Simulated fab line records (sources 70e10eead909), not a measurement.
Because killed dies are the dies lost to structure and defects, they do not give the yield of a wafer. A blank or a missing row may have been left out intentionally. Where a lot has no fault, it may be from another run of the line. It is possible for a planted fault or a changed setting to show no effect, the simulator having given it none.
fab line records / flow nand_harc
[record] lots = 14 wafers = 42 last_day = 34
route steps=1302 shown THIN_TSV@1269
lots with no fault: from the same line, run without faults
start_h: hours from the record's first day to the start of the lot's first wafer shown / wait_h: how many hours have passed since the lot's step before this one / " as in the row above / L1.1+2: several wafers, shown together as one row / - no value, or no start was given / * or withheld: withheld / < > ~ a bound
route shown NAME@n: NAME is a module with steps in the file, n the number in the route of the first one / usual: average and standard deviation across the fault-free wafers / same: alike in all rows / chamber/n: place in a boat / sites: the reading at each site / _std_site: how widely they spread, as a standard deviation / _edge_site: inner sites' mean taken away from outer sites' mean / radius_mm: how far each site lies from the wafer's centre / mask NAME#n: copy n / behind: the most recent tool/chamber to have shaped the wafer / hold: why the lot went on hold/how many hours it stayed there/how the hold came to an end / device: whichever transistor did not switch (one of n, p or np) / end of line: the route-end tests of the same wafers / step lacking rows: just its recipe / killed: dies that structure and defects cost at the first sort, which is not the same as the wafer's yield / map: dies across one wafer; x = killed, . = not, _ = none there
set.NAME: setting as actually run; set.NAME@STEP: the setting as run at that earlier step / model.NAME: the simulator's own value behind a step, which no gauge read
one table for each step of the route and one row for each wafer, over a sample of lots
services: from which hour (start_h, from the record's first day; less than 0 if before it) a tool's chamber was out of use, for how many hours, and why
[[steps]]
[step NHARC_THIN_TSV_STRIP_62]
[recipe] power_w = 1500 temp_c = 250 time_s = 20 chemistry = N2/H2
[usual] drypump_motor_current_A = 5.5/0.46 heater_power_w = 305/33
lot.wafer=L219.2 tool=plasma_asher-01 chamber=0 start_h=568.13 wait_h=- drypump_motor_current_A=5.8 heater_power_w=263 rf_hours_counter_h=7
lot.wafer=L219.4 tool=plasma_asher-01 chamber=0 start_h=568.13 wait_h=- drypump_motor_current_A=5.7 heater_power_w=264 rf_hours_counter_h=-
lot.wafer=L219.5 tool=plasma_asher-01 chamber=0 start_h=568.13 wait_h=- drypump_motor_current_A=5.8 heater_power_w=263 rf_hours_counter_h=-
lot.wafer=L223.4 tool=plasma_asher-01 chamber=1 start_h=578.61 wait_h=- drypump_motor_current_A=5.9 heater_power_w=325 rf_hours_counter_h=-
lot.wafer=L223.5 tool=plasma_asher-01 chamber=1 start_h=578.61 wait_h=- drypump_motor_current_A=5.8 heater_power_w=317 rf_hours_counter_h=-
lot.wafer=L223.6 tool=plasma_asher-01 chamber=0 start_h=578.61 wait_h=- drypump_motor_current_A=5.7 heater_power_w=262 rf_hours_counter_h=-
lot.wafer=L221.1 tool=plasma_asher-02 chamber=1 start_h=579.66 wait_h=- drypump_motor_current_A=4.7 heater_power_w=356 rf_hours_counter_h=35
lot.wafer=L221.4 tool=plasma_asher-02 chamber=1 start_h=579.66 wait_h=- drypump_motor_current_A=4.7 heater_power_w=339 rf_hours_counter_h=-
lot.wafer=L221.6 tool=plasma_asher-02 chamber=0 start_h=579.66 wait_h=- drypump_motor_current_A=4.9 heater_power_w=292 rf_hours_counter_h=-
lot.wafer=L220.2 tool=plasma_asher-01 chamber=0 start_h=587.33 wait_h=- drypump_motor_current_A=5.7 heater_power_w=269 rf_hours_counter_h=12
lot.wafer=L220.1 tool=plasma_asher-01 chamber=1 start_h=587.33 wait_h=- drypump_motor_current_A=5.9 heater_power_w=332 rf_hours_counter_h=12
lot.wafer=L220.6 tool=plasma_asher-01 chamber=0 start_h=587.33 wait_h=- drypump_motor_current_A=5.8 heater_power_w=260 rf_hours_counter_h=-
lot.wafer=L224.2 tool=plasma_asher-01 chamber=0 start_h=611.08 wait_h=- drypump_motor_current_A=5.8 heater_power_w=268 rf_hours_counter_h=17
lot.wafer=L224.4 tool=plasma_asher-01 chamber=0 start_h=611.08 wait_h=- drypump_motor_current_A=5.8 heater_power_w=261 rf_hours_counter_h=-
lot.wafer=L224.5 tool=plasma_asher-01 chamber=1 start_h=611.08 wait_h=- drypump_motor_current_A=5.9 heater_power_w=328 rf_hours_counter_h=-
lot.wafer=L227.2 tool=plasma_asher-01 chamber=1 start_h=677.94 wait_h=- drypump_motor_current_A=5.9 heater_power_w=318 rf_hours_counter_h=30
lot.wafer=L227.3 tool=plasma_asher-01 chamber=1 start_h=677.94 wait_h=- drypump_motor_current_A=5.9 heater_power_w=316 rf_hours_counter_h=-
lot.wafer=L227.4 tool=plasma_asher-01 chamber=0 start_h=677.94 wait_h=- drypump_motor_current_A=5.8 heater_power_w=267 rf_hours_counter_h=-
lot.wafer=L233.4 tool=plasma_asher-01 chamber=0 start_h=695.92 wait_h=- drypump_motor_current_A=5.7 heater_power_w=258 rf_hours_counter_h=-
lot.wafer=L233.3 tool=plasma_asher-01 chamber=1 start_h=695.92 wait_h=- drypump_motor_current_A=5.9 heater_power_w=325 rf_hours_counter_h=-
lot.wafer=L233.6 tool=plasma_asher-01 chamber=1 start_h=695.92 wait_h=- drypump_motor_current_A=5.8 heater_power_w=325 rf_hours_counter_h=-
lot.wafer=L235.1 tool=plasma_asher-01 chamber=1 start_h=724.34 wait_h=- drypump_motor_current_A=5.9 heater_power_w=338 rf_hours_counter_h=5
lot.wafer=L235.3 tool=plasma_asher-01 chamber=1 start_h=724.34 wait_h=- drypump_motor_current_A=5.9 heater_power_w=341 rf_hours_counter_h=-
lot.wafer=L235.5 tool=plasma_asher-01 chamber=0 start_h=724.34 wait_h=- drypump_motor_current_A=5.8 heater_power_w=267 rf_hours_counter_h=-
lot.wafer=L236.1 tool=plasma_asher-02 chamber=1 start_h=728.73 wait_h=- drypump_motor_current_A=4.7 heater_power_w=345 rf_hours_counter_h=23
lot.wafer=L236.4 tool=plasma_asher-02 chamber=1 start_h=728.73 wait_h=- drypump_motor_current_A=4.7 heater_power_w=340 rf_hours_counter_h=-
lot.wafer=L236.5 tool=plasma_asher-02 chamber=1 start_h=728.73 wait_h=- drypump_motor_current_A=4.7 heater_power_w=340 rf_hours_counter_h=-
lot.wafer=L237.2 tool=plasma_asher-02 chamber=1 start_h=749.02 wait_h=- drypump_motor_current_A=4.7 heater_power_w=341 rf_hours_counter_h=26
lot.wafer=L237.4 tool=plasma_asher-02 chamber=0 start_h=749.02 wait_h=- drypump_motor_current_A=4.9 heater_power_w=297 rf_hours_counter_h=-
lot.wafer=L237.5 tool=plasma_asher-02 chamber=1 start_h=749.02 wait_h=- drypump_motor_current_A=4.7 heater_power_w=344 rf_hours_counter_h=-
lot.wafer=L238.2 tool=plasma_asher-02 chamber=0 start_h=750.21 wait_h=- drypump_motor_current_A=4.9 heater_power_w=297 rf_hours_counter_h=26
lot.wafer=L238.4 tool=plasma_asher-02 chamber=1 start_h=750.21 wait_h=- drypump_motor_current_A=4.7 heater_power_w=356 rf_hours_counter_h=-
lot.wafer=L238.5 tool=plasma_asher-02 chamber=1 start_h=750.21 wait_h=- drypump_motor_current_A=4.7 heater_power_w=345 rf_hours_counter_h=-
lot.wafer=L239.4 tool=plasma_asher-01 chamber=0 start_h=760.00 wait_h=- drypump_motor_current_A=5.8 heater_power_w=274 rf_hours_counter_h=-
lot.wafer=L239.5 tool=plasma_asher-01 chamber=1 start_h=760.00 wait_h=- drypump_motor_current_A=5.9 heater_power_w=340 rf_hours_counter_h=-
lot.wafer=L239.6 tool=plasma_asher-01 chamber=0 start_h=760.00 wait_h=- drypump_motor_current_A=5.8 heater_power_w=268 rf_hours_counter_h=-
lot.wafer=L240.2 tool=plasma_asher-01 chamber=1 start_h=761.21 wait_h=- drypump_motor_current_A=5.9 heater_power_w=351 rf_hours_counter_h=12
lot.wafer=L240.4 tool=plasma_asher-01 chamber=0 start_h=761.21 wait_h=- drypump_motor_current_A=5.7 heater_power_w=268 rf_hours_counter_h=-
lot.wafer=L240.5 tool=plasma_asher-01 chamber=0 start_h=761.21 wait_h=- drypump_motor_current_A=5.8 heater_power_w=269 rf_hours_counter_h=-
lot.wafer=L241.2 tool=plasma_asher-01 chamber=0 start_h=793.83 wait_h=- drypump_motor_current_A=5.8 heater_power_w=275 rf_hours_counter_h=20
lot.wafer=L241.1 tool=plasma_asher-01 chamber=1 start_h=793.83 wait_h=- drypump_motor_current_A=5.9 heater_power_w=353 rf_hours_counter_h=20
lot.wafer=L241.5 tool=plasma_asher-01 chamber=1 start_h=793.83 wait_h=- drypump_motor_current_A=5.9 heater_power_w=338 rf_hours_counter_h=-
[step NHARC_THIN_TSV_PRE_CLEAN_50]
[recipe] time_s = 30 temp_c = 280 gas = H2/He
[usual] heater_power_w = 408/24
lot.wafer=L219.2 tool=pvd_sputter-03 chamber=- start_h=- wait_h=- heater_power_w=404
lot.wafer=L219.4 tool=pvd_sputter-03 chamber=- start_h=- wait_h=- heater_power_w=454
lot.wafer=L219.5 tool=pvd_sputter-03 chamber=- start_h=- wait_h=- heater_power_w=378
lot.wafer=L223.4 tool=pvd_sputter-01 chamber=- start_h=- wait_h=- heater_power_w=422
lot.wafer=L223.6 tool=pvd_sputter-01 chamber=- start_h=- wait_h=- heater_power_w=426
lot.wafer=L223.5 tool=pvd_sputter-01 chamber=- start_h=- wait_h=- heater_power_w=405
lot.wafer=L221.1 tool=pvd_sputter-02 chamber=- start_h=- wait_h=- heater_power_w=393
lot.wafer=L221.4 tool=pvd_sputter-02 chamber=- start_h=- wait_h=- heater_power_w=430
lot.wafer=L221.6 tool=pvd_sputter-02 chamber=- start_h=- wait_h=- heater_power_w=370
lot.wafer=L220.1 tool=pvd_sputter-03 chamber=- start_h=- wait_h=- heater_power_w=453
lot.wafer=L220.2 tool=pvd_sputter-03 chamber=- start_h=- wait_h=- heater_power_w=387
lot.wafer=L220.6 tool=pvd_sputter-03 chamber=- start_h=- wait_h=- heater_power_w=390
lot.wafer=L224.2 tool=pvd_sputter-02 chamber=- start_h=- wait_h=- heater_power_w=422
lot.wafer=L224.4 tool=pvd_sputter-02 chamber=- start_h=- wait_h=- heater_power_w=370
lot.wafer=L224.5 tool=pvd_sputter-02 chamber=- start_h=- wait_h=- heater_power_w=397
lot.wafer=L227.2 tool=pvd_sputter-01 chamber=- start_h=- wait_h=- heater_power_w=397
lot.wafer=L227.4 tool=pvd_sputter-01 chamber=- start_h=- wait_h=- heater_power_w=429
lot.wafer=L227.3 tool=pvd_sputter-01 chamber=- start_h=- wait_h=- heater_power_w=422
lot.wafer=L233.3 tool=pvd_sputter-03 chamber=- start_h=- wait_h=- heater_power_w=383
lot.wafer=L233.4 tool=pvd_sputter-03 chamber=- start_h=- wait_h=- heater_power_w=408
lot.wafer=L233.6 tool=pvd_sputter-03 chamber=- start_h=- wait_h=- heater_power_w=392
lot.wafer=L235.1 tool=pvd_sputter-03 chamber=- start_h=- wait_h=- heater_power_w=391
lot.wafer=L235.3 tool=pvd_sputter-03 chamber=- start_h=- wait_h=- heater_power_w=424
lot.wafer=L235.5 tool=pvd_sputter-03 chamber=- start_h=- wait_h=- heater_power_w=386
lot.wafer=L236.4 tool=pvd_sputter-01 chamber=- start_h=- wait_h=- heater_power_w=431
lot.wafer=L236.1 tool=pvd_sputter-01 chamber=- start_h=- wait_h=- heater_power_w=393
lot.wafer=L236.5 tool=pvd_sputter-01 chamber=- start_h=- wait_h=- heater_power_w=439
lot.wafer=L237.2 tool=pvd_sputter-02 chamber=- start_h=- wait_h=- heater_power_w=380
lot.wafer=L237.4 tool=pvd_sputter-02 chamber=- start_h=- wait_h=- heater_power_w=405
lot.wafer=L237.5 tool=pvd_sputter-02 chamber=- start_h=- wait_h=- heater_power_w=422
lot.wafer=L238.4 tool=pvd_sputter-03 chamber=- start_h=- wait_h=- heater_power_w=424
lot.wafer=L238.2 tool=pvd_sputter-03 chamber=- start_h=- wait_h=- heater_power_w=385
lot.wafer=L238.5 tool=pvd_sputter-03 chamber=- start_h=- wait_h=- heater_power_w=426
lot.wafer=L239.4 tool=pvd_sputter-02 chamber=- start_h=- wait_h=- heater_power_w=402
lot.wafer=L239.6 tool=pvd_sputter-02 chamber=- start_h=- wait_h=- heater_power_w=393
lot.wafer=L239.5 tool=pvd_sputter-02 chamber=- start_h=- wait_h=- heater_power_w=377
lot.wafer=L240.4 tool=pvd_sputter-01 chamber=- start_h=- wait_h=- heater_power_w=428
lot.wafer=L240.2 tool=pvd_sputter-01 chamber=- start_h=- wait_h=- heater_power_w=431
lot.wafer=L240.5 tool=pvd_sputter-01 chamber=- start_h=- wait_h=- heater_power_w=429
lot.wafer=L241.2 tool=pvd_sputter-03 chamber=- start_h=- wait_h=- heater_power_w=387
lot.wafer=L241.1 tool=pvd_sputter-03 chamber=- start_h=- wait_h=- heater_power_w=481
lot.wafer=L241.5 tool=pvd_sputter-03 chamber=- start_h=- wait_h=- heater_power_w=388
[step NHARC_THIN_TSV_PRE_CLEAN_54]
[recipe] time_s = 30 temp_c = 280 gas = H2/He
[usual] heater_power_w = 407/26
lot.wafer=L219.2 tool=pvd_sputter-03 chamber=- start_h=570.38 wait_h=0.1 heater_power_w=389
lot.wafer=L219.4 tool=pvd_sputter-03 chamber=- start_h=570.38 wait_h=0.1 heater_power_w=387
lot.wafer=L219.5 tool=pvd_sputter-03 chamber=- start_h=570.38 wait_h=0.1 heater_power_w=404
lot.wafer=L223.4 tool=pvd_sputter-03 chamber=- start_h=580.80 wait_h=0.0 heater_power_w=386
lot.wafer=L223.6 tool=pvd_sputter-03 chamber=- start_h=580.80 wait_h=0.0 heater_power_w=389
lot.wafer=L223.5 tool=pvd_sputter-03 chamber=- start_h=580.80 wait_h=0.0 heater_power_w=378
lot.wafer=L221.1 tool=pvd_sputter-02 chamber=- start_h=582.09 wait_h=0.1 heater_power_w=402
lot.wafer=L221.4 tool=pvd_sputter-02 chamber=- start_h=582.09 wait_h=0.1 heater_power_w=421
lot.wafer=L221.6 tool=pvd_sputter-02 chamber=- start_h=582.09 wait_h=0.1 heater_power_w=384
lot.wafer=L220.1 tool=pvd_sputter-03 chamber=- start_h=589.58 wait_h=0.1 heater_power_w=366
lot.wafer=L220.2 tool=pvd_sputter-03 chamber=- start_h=589.58 wait_h=0.1 heater_power_w=414
lot.wafer=L220.6 tool=pvd_sputter-03 chamber=- start_h=589.58 wait_h=0.1 heater_power_w=367
lot.wafer=L224.4 tool=pvd_sputter-01 chamber=- start_h=613.31 wait_h=0.0 heater_power_w=385
lot.wafer=L224.2 tool=pvd_sputter-01 chamber=- start_h=613.31 wait_h=0.0 heater_power_w=402
lot.wafer=L224.5 tool=pvd_sputter-01 chamber=- start_h=613.31 wait_h=0.0 heater_power_w=439
lot.wafer=L227.2 tool=pvd_sputter-03 chamber=- start_h=680.30 wait_h=0.1 heater_power_w=373
lot.wafer=L227.3 tool=pvd_sputter-03 chamber=- start_h=680.30 wait_h=0.1 heater_power_w=404
lot.wafer=L227.4 tool=pvd_sputter-03 chamber=- start_h=680.30 wait_h=0.1 heater_power_w=465
lot.wafer=L233.4 tool=pvd_sputter-02 chamber=- start_h=698.15 wait_h=0.1 heater_power_w=387
lot.wafer=L233.3 tool=pvd_sputter-02 chamber=- start_h=698.15 wait_h=0.1 heater_power_w=369
lot.wafer=L233.6 tool=pvd_sputter-02 chamber=- start_h=698.15 wait_h=0.1 heater_power_w=382
lot.wafer=L235.3 tool=pvd_sputter-01 chamber=- start_h=726.59 wait_h=0.0 heater_power_w=394
lot.wafer=L235.1 tool=pvd_sputter-01 chamber=- start_h=726.59 wait_h=0.0 heater_power_w=431
lot.wafer=L235.5 tool=pvd_sputter-01 chamber=- start_h=726.59 wait_h=0.0 heater_power_w=394
lot.wafer=L236.4 tool=pvd_sputter-01 chamber=- start_h=730.98 wait_h=0.0 heater_power_w=434
lot.wafer=L236.1 tool=pvd_sputter-01 chamber=- start_h=730.98 wait_h=0.0 heater_power_w=401
lot.wafer=L236.5 tool=pvd_sputter-01 chamber=- start_h=730.98 wait_h=0.0 heater_power_w=432
lot.wafer=L237.4 tool=pvd_sputter-01 chamber=- start_h=751.25 wait_h=0.0 heater_power_w=391
lot.wafer=L237.2 tool=pvd_sputter-01 chamber=- start_h=751.25 wait_h=0.0 heater_power_w=402
lot.wafer=L237.5 tool=pvd_sputter-01 chamber=- start_h=751.25 wait_h=0.0 heater_power_w=427
lot.wafer=L238.4 tool=pvd_sputter-02 chamber=- start_h=752.45 wait_h=0.0 heater_power_w=431
lot.wafer=L238.2 tool=pvd_sputter-02 chamber=- start_h=752.45 wait_h=0.0 heater_power_w=374
lot.wafer=L238.5 tool=pvd_sputter-02 chamber=- start_h=752.45 wait_h=0.0 heater_power_w=417
lot.wafer=L239.4 tool=pvd_sputter-02 chamber=- start_h=762.17 wait_h=0.0 heater_power_w=445
lot.wafer=L239.6 tool=pvd_sputter-02 chamber=- start_h=762.17 wait_h=0.0 heater_power_w=430
lot.wafer=L239.5 tool=pvd_sputter-02 chamber=- start_h=762.17 wait_h=0.0 heater_power_w=405
lot.wafer=L240.2 tool=pvd_sputter-03 chamber=- start_h=763.41 wait_h=0.1 heater_power_w=477
lot.wafer=L240.4 tool=pvd_sputter-03 chamber=- start_h=763.41 wait_h=0.1 heater_power_w=394
lot.wafer=L240.5 tool=pvd_sputter-03 chamber=- start_h=763.41 wait_h=0.1 heater_power_w=395
lot.wafer=L241.2 tool=pvd_sputter-01 chamber=- start_h=796.06 wait_h=0.0 heater_power_w=379
lot.wafer=L241.1 tool=pvd_sputter-01 chamber=- start_h=796.06 wait_h=0.0 heater_power_w=438
lot.wafer=L241.5 tool=pvd_sputter-01 chamber=- start_h=796.06 wait_h=0.0 heater_power_w=385
[step NHARC_THIN_TSV_ETCH_36]
[recipe] target_depth_a = 650 over_etch_frac = 0.3 time_s = 18.571 ion_energy_ev = 150 chemistry = Cl2/BCl3
[usual] drypump_motor_current_A = 5.61/0.13 he_backside_leak_sccm = 3.37/0.24 oes_product_au = 1.002/0.011
lot.wafer=L219.2 tool=rie_metal-02 chamber=1 start_h=571.98 wait_h=0.2 drypump_motor_current_A=5.74 he_backside_leak_sccm=3.10 oes_product_au=1.006 rf_hours_counter_h=2.0
lot.wafer=L219.4 tool=rie_metal-02 chamber=0 start_h=571.98 wait_h=0.2 drypump_motor_current_A=5.53 he_backside_leak_sccm=3.44 oes_product_au=1.013 rf_hours_counter_h=-
lot.wafer=L219.5 tool=rie_metal-02 chamber=0 start_h=571.98 wait_h=0.2 drypump_motor_current_A=5.55 he_backside_leak_sccm=3.36 oes_product_au=1.014 rf_hours_counter_h=-
lot.wafer=L223.4 tool=rie_metal-02 chamber=1 start_h=582.42 wait_h=0.2 drypump_motor_current_A=5.77 he_backside_leak_sccm=3.30 oes_product_au=1.001 rf_hours_counter_h=-
lot.wafer=L223.5 tool=rie_metal-02 chamber=1 start_h=582.42 wait_h=0.2 drypump_motor_current_A=5.77 he_backside_leak_sccm=3.26 oes_product_au=0.996 rf_hours_counter_h=-
lot.wafer=L223.6 tool=rie_metal-02 chamber=0 start_h=582.42 wait_h=0.2 drypump_motor_current_A=5.55 he_backside_leak_sccm=3.38 oes_product_au=1.006 rf_hours_counter_h=-
lot.wafer=L221.1 tool=rie_metal-03 chamber=1 start_h=583.70 wait_h=0.2 drypump_motor_current_A=5.77 he_backside_leak_sccm=3.17 oes_product_au=1.002 rf_hours_counter_h=1.1
lot.wafer=L221.4 tool=rie_metal-03 chamber=1 start_h=583.70 wait_h=0.2 drypump_motor_current_A=5.76 he_backside_leak_sccm=3.22 oes_product_au=0.992 rf_hours_counter_h=-
lot.wafer=L221.6 tool=rie_metal-03 chamber=1 start_h=583.70 wait_h=0.2 drypump_motor_current_A=5.76 he_backside_leak_sccm=3.27 oes_product_au=0.992 rf_hours_counter_h=-
lot.wafer=L220.1 tool=rie_metal-01 chamber=0 start_h=591.05 wait_h=0.2 drypump_motor_current_A=5.57 he_backside_leak_sccm=3.60 oes_product_au=0.996 rf_hours_counter_h=0.2
lot.wafer=L220.2 tool=rie_metal-01 chamber=1 start_h=591.05 wait_h=0.2 drypump_motor_current_A=5.41 he_backside_leak_sccm=3.24 oes_product_au=1.013 rf_hours_counter_h=0.2
lot.wafer=L220.6 tool=rie_metal-01 chamber=0 start_h=591.05 wait_h=0.2 drypump_motor_current_A=5.56 he_backside_leak_sccm=3.61 oes_product_au=0.999 rf_hours_counter_h=-
lot.wafer=L224.2 tool=rie_metal-02 chamber=0 start_h=614.93 wait_h=0.2 drypump_motor_current_A=5.52 he_backside_leak_sccm=3.20 oes_product_au=1.016 rf_hours_counter_h=2.9
lot.wafer=L224.4 tool=rie_metal-02 chamber=0 start_h=614.93 wait_h=0.2 drypump_motor_current_A=5.51 he_backside_leak_sccm=3.56 oes_product_au=1.009 rf_hours_counter_h=-
lot.wafer=L224.5 tool=rie_metal-02 chamber=1 start_h=614.93 wait_h=0.2 drypump_motor_current_A=5.78 he_backside_leak_sccm=3.21 oes_product_au=1.002 rf_hours_counter_h=-
lot.wafer=L227.2 tool=rie_metal-02 chamber=1 start_h=681.93 wait_h=0.2 drypump_motor_current_A=5.77 he_backside_leak_sccm=3.22 oes_product_au=0.839 rf_hours_counter_h=0.9
lot.wafer=L227.3 tool=rie_metal-02 chamber=0 start_h=681.93 wait_h=0.2 drypump_motor_current_A=5.52 he_backside_leak_sccm=3.23 oes_product_au=1.000 rf_hours_counter_h=-
lot.wafer=L227.4 tool=rie_metal-02 chamber=1 start_h=681.93 wait_h=0.2 drypump_motor_current_A=5.76 he_backside_leak_sccm=3.30 oes_product_au=0.994 rf_hours_counter_h=-
lot.wafer=L233.4 tool=rie_metal-02 chamber=1 start_h=699.67 wait_h=0.2 drypump_motor_current_A=5.79 he_backside_leak_sccm=3.26 oes_product_au=1.000 rf_hours_counter_h=-
lot.wafer=L233.3 tool=rie_metal-02 chamber=0 start_h=699.67 wait_h=0.2 drypump_motor_current_A=5.52 he_backside_leak_sccm=3.56 oes_product_au=1.014 rf_hours_counter_h=-
lot.wafer=L233.6 tool=rie_metal-02 chamber=0 start_h=699.67 wait_h=0.2 drypump_motor_current_A=5.52 he_backside_leak_sccm=3.99 oes_product_au=0.854 rf_hours_counter_h=-
lot.wafer=L235.1 tool=rie_metal-03 chamber=0 start_h=728.21 wait_h=0.2 drypump_motor_current_A=5.55 he_backside_leak_sccm=3.15 oes_product_au=1.010 rf_hours_counter_h=0.5
lot.wafer=L235.3 tool=rie_metal-03 chamber=0 start_h=728.21 wait_h=0.2 drypump_motor_current_A=5.55 he_backside_leak_sccm=3.15 oes_product_au=1.009 rf_hours_counter_h=-
lot.wafer=L235.5 tool=rie_metal-03 chamber=0 start_h=728.21 wait_h=0.2 drypump_motor_current_A=5.54 he_backside_leak_sccm=3.16 oes_product_au=0.997 rf_hours_counter_h=-
lot.wafer=L236.1 tool=rie_metal-01 chamber=1 start_h=732.62 wait_h=0.2 drypump_motor_current_A=5.39 he_backside_leak_sccm=3.39 oes_product_au=1.006 rf_hours_counter_h=2.6
lot.wafer=L236.4 tool=rie_metal-01 chamber=1 start_h=732.62 wait_h=0.2 drypump_motor_current_A=5.43 he_backside_leak_sccm=3.27 oes_product_au=1.010 rf_hours_counter_h=-
lot.wafer=L236.5 tool=rie_metal-01 chamber=0 start_h=732.62 wait_h=0.2 drypump_motor_current_A=5.58 he_backside_leak_sccm=3.64 oes_product_au=0.996 rf_hours_counter_h=-
lot.wafer=L237.2 tool=rie_metal-03 chamber=1 start_h=752.90 wait_h=0.2 drypump_motor_current_A=5.77 he_backside_leak_sccm=3.12 oes_product_au=0.987 rf_hours_counter_h=1.1
lot.wafer=L237.4 tool=rie_metal-03 chamber=0 start_h=752.90 wait_h=0.2 drypump_motor_current_A=5.51 he_backside_leak_sccm=3.24 oes_product_au=0.998 rf_hours_counter_h=-
lot.wafer=L237.5 tool=rie_metal-03 chamber=0 start_h=752.90 wait_h=0.2 drypump_motor_current_A=5.53 he_backside_leak_sccm=3.19 oes_product_au=1.009 rf_hours_counter_h=-
lot.wafer=L238.2 tool=rie_metal-02 chamber=0 start_h=754.08 wait_h=0.2 drypump_motor_current_A=5.52 he_backside_leak_sccm=3.75 oes_product_au=1.013 rf_hours_counter_h=2.3
lot.wafer=L238.4 tool=rie_metal-02 chamber=0 start_h=754.08 wait_h=0.2 drypump_motor_current_A=5.52 he_backside_leak_sccm=3.61 oes_product_au=1.016 rf_hours_counter_h=-
lot.wafer=L238.5 tool=rie_metal-02 chamber=0 start_h=754.08 wait_h=0.2 drypump_motor_current_A=5.52 he_backside_leak_sccm=3.51 oes_product_au=1.015 rf_hours_counter_h=-
lot.wafer=L239.4 tool=rie_metal-01 chamber=1 start_h=763.81 wait_h=0.2 drypump_motor_current_A=5.42 he_backside_leak_sccm=3.42 oes_product_au=1.003 rf_hours_counter_h=-
lot.wafer=L239.6 tool=rie_metal-01 chamber=0 start_h=763.81 wait_h=0.2 drypump_motor_current_A=5.61 he_backside_leak_sccm=3.78 oes_product_au=1.024 rf_hours_counter_h=-
lot.wafer=L239.5 tool=rie_metal-01 chamber=1 start_h=763.81 wait_h=0.2 drypump_motor_current_A=5.42 he_backside_leak_sccm=3.17 oes_product_au=1.009 rf_hours_counter_h=-
lot.wafer=L240.2 tool=rie_metal-03 chamber=1 start_h=765.03 wait_h=0.2 drypump_motor_current_A=5.74 he_backside_leak_sccm=3.26 oes_product_au=0.979 rf_hours_counter_h=1.6
lot.wafer=L240.4 tool=rie_metal-03 chamber=1 start_h=765.03 wait_h=0.2 drypump_motor_current_A=5.74 he_backside_leak_sccm=3.36 oes_product_au=0.970 rf_hours_counter_h=-
lot.wafer=L240.5 tool=rie_metal-03 chamber=1 start_h=765.03 wait_h=0.2 drypump_motor_current_A=5.75 he_backside_leak_sccm=3.35 oes_product_au=0.965 rf_hours_counter_h=-
lot.wafer=L241.2 tool=rie_metal-02 chamber=0 start_h=797.56 wait_h=0.2 drypump_motor_current_A=5.50 he_backside_leak_sccm=3.22 oes_product_au=1.015 rf_hours_counter_h=2.9
lot.wafer=L241.1 tool=rie_metal-02 chamber=1 start_h=797.56 wait_h=0.2 drypump_motor_current_A=5.75 he_backside_leak_sccm=3.20 oes_product_au=0.991 rf_hours_counter_h=2.9
lot.wafer=L241.5 tool=rie_metal-02 chamber=1 start_h=797.56 wait_h=0.2 drypump_motor_current_A=5.74 he_backside_leak_sccm=3.23 oes_product_au=1.002 rf_hours_counter_h=-
[[services]]
tool=rie_metal-03 chamber=1 start_h=546.10 hours=2.3 kind=repair
tool=rie_metal-01 chamber=- start_h=575.00 hours=9.0 kind=pm
tool=pvd_sputter-02 chamber=- start_h=578.47 hours=1.1 kind=repair
tool=rie_metal-02 chamber=0 start_h=590.83 hours=4.5 kind=repair
tool=pvd_sputter-01 chamber=- start_h=590.89 hours=3.0 kind=repair
tool=plasma_asher-02 chamber=- start_h=603.06 hours=9.0 kind=pm
tool=rie_metal-02 chamber=- start_h=631.00 hours=9.0 kind=pm
tool=pvd_sputter-02 chamber=- start_h=638.00 hours=10.0 kind=pm
tool=plasma_asher-02 chamber=- start_h=664.57 hours=0.8 kind=repair
tool=rie_metal-02 chamber=0 start_h=673.10 hours=1.5 kind=repair
tool=rie_metal-03 chamber=1 start_h=681.10 hours=5.1 kind=repair
tool=rie_metal-03 chamber=- start_h=696.09 hours=9.0 kind=pm
tool=plasma_asher-01 chamber=- start_h=696.41 hours=9.0 kind=pm
tool=pvd_sputter-03 chamber=- start_h=704.03 hours=10.0 kind=pm
tool=plasma_asher-02 chamber=- start_h=705.11 hours=0.4 kind=repair
tool=plasma_asher-02 chamber=- start_h=707.86 hours=3.2 kind=repair
tool=pvd_sputter-01 chamber=- start_h=709.53 hours=8.4 kind=repair
tool=pvd_sputter-02 chamber=- start_h=717.65 hours=22.4 kind=repair
tool=rie_metal-03 chamber=0 start_h=736.67 hours=8.3 kind=repair
tool=pvd_sputter-03 chamber=- start_h=749.03 hours=1.2 kind=repair
tool=pvd_sputter-01 chamber=- start_h=771.89 hours=10.0 kind=pm
tool=plasma_asher-02 chamber=- start_h=780.06 hours=9.0 kind=pm
tool=rie_metal-03 chamber=- start_h=795.44 hours=2.1 kind=repair
tool=pvd_sputter-03 chamber=- start_h=797.10 hours=4.6 kind=repair
[[key]]
[first_sign] step = NHARC_THIN_TSV_ETCH_36 reading = oes_product_au direction = down sigmas = 14 usual = 1.002 struck = 0.846
effect none on later readings
met_at NHARC_THIN_TSV_ETCH_36
struck_lots L227,L233
struck_wafers L227.2,L233.6
later_rows_left_out L227.2,L233.6
sort_left_out L227.2,L233.6
not_acting_at NHARC_THIN_TSV_STRIP_62,NHARC_THIN_TSV_PRE_CLEAN_50,NHARC_THIN_TSV_PRE_CLEAN_54
onset_between 614.93 681.93
[fault] kind = process_parameter_drift tool = rie_metal-02 chamber = - onset_h = 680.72 steps = NHARC_THIN_TSV_ETCH_36 channel = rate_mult offset = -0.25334 shape = step end_h = 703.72 scope = struck_wafers_only
// sort_left_out: the simulated sort isn't trusted on such a fault, so these wafers' sort isn't shown, and their yield isn't known
// later_rows_left_out: the simulator's readings of these wafers behind a module that went badly wrong aren't trusted and aren't shown, but for the sort
